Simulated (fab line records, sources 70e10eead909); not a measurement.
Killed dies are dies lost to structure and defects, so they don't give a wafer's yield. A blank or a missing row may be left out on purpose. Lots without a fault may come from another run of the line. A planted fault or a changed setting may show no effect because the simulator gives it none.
Chamber matching | flow nand_harc | NHARC_P_ZERO_WELL_DESCUM_54 on rie_diel-12: 4 sister chambers
The step chemistry O2, time 3 s. 16 wafers are shown with their chamber, then 8 later ones without.

WAFERS WITH THEIR CHAMBER
wafer  | chamber | showerhead_plenum_p_Torr (Torr) | drypump_motor_current_A (A) | oes_product_au (a.u.)
L717.3 | 0       | 1.82                            | 6.4                         | 0.993
L717.4 | 3       | 1.80                            | 6.1                         | 0.988
L717.6 | 2       | 1.96                            | 6.0                         | 1.002
L721.1 | 2       | 1.96                            | 6.0                         | 1.007
L721.2 | 0       | 1.82                            | 6.4                         | 1.007
L721.4 | 1       | 2.01                            | 5.9                         | 1.003
L722.1 | 3       | 1.80                            | 6.1                         | 1.000
L722.2 | 2       | 1.96                            | 6.0                         | 0.987
L722.4 | 0       | 1.82                            | 6.4                         | 0.995
L725.4 | 2       | 1.96                            | 6.0                         | 0.992
L725.5 | 1       | 2.01                            | 6.0                         | 1.004
L725.6 | 0       | 1.82                            | 6.4                         | 0.995
L726.2 | 0       | 1.82                            | 6.3                         | 1.010
L726.3 | 2       | 1.96                            | 5.9                         | 1.000
L726.5 | 0       | 1.82                            | 6.4                         | 1.017
L736.3 | 2       | 1.95                            | 6.0                         | 0.996

SIGNATURES (means of the wafers above)
reading                  | chamber 0 | chamber 1 | chamber 2 | chamber 3 | scatter within a chamber
showerhead_plenum_p_Torr | 1.8200    | 2.0100    | 1.9583    | 1.8000    | 0.00264
drypump_motor_current_A  | 6.383     | 5.950     | 5.983     | 6.100     | 0.0425
oes_product_au           | 1.00283   | 1.00350   | 0.99733   | 0.99400   | 0.00827
Rule: a wafer's distance from a chamber is the root of the sum, over the readings, of the square of ((its reading less the chamber's mean) divided by the reading's scatter). The wafer belongs to the nearest chamber; if the next one is less than 2 further off, it can't be placed. The scatter: the root of (the sum of the squares of (reading less its chamber's mean) over the shown wafers, divided by (wafers less chambers)).

WAFERS WITHOUT THEIR CHAMBER
wafer  | showerhead_plenum_p_Torr (Torr) | drypump_motor_current_A (A) | oes_product_au (a.u.)
L736.4 | 1.80                            | 6.1                         | 0.995
L736.5 | 1.80                            | 6.1                         | 1.008
L737.1 | 1.80                            | 6.1                         | 1.009
L737.2 | 1.82                            | 6.3                         | 1.003
L737.5 | 2.01                            | 5.9                         | 1.009
L739.2 | 1.82                            | 6.4                         | 0.995
L739.3 | 1.95                            | 5.9                         | 1.004
L739.6 | 2.01                            | 5.9                         | 0.997

WHICH CHAMBER EACH WENT THROUGH
wafer  | from the rows above | in truth
L736.4 | 3                   | 3
L736.5 | 3                   | 3
L737.1 | 3                   | 3
L737.2 | 0                   | 0
L737.5 | 1                   | 1
L739.2 | 0                   | 0
L739.3 | 2                   | 2
L739.6 | 1                   | 1
Placed correctly: 8 of 8. Can't be placed from these rows: 0. Placed wrongly: 0.
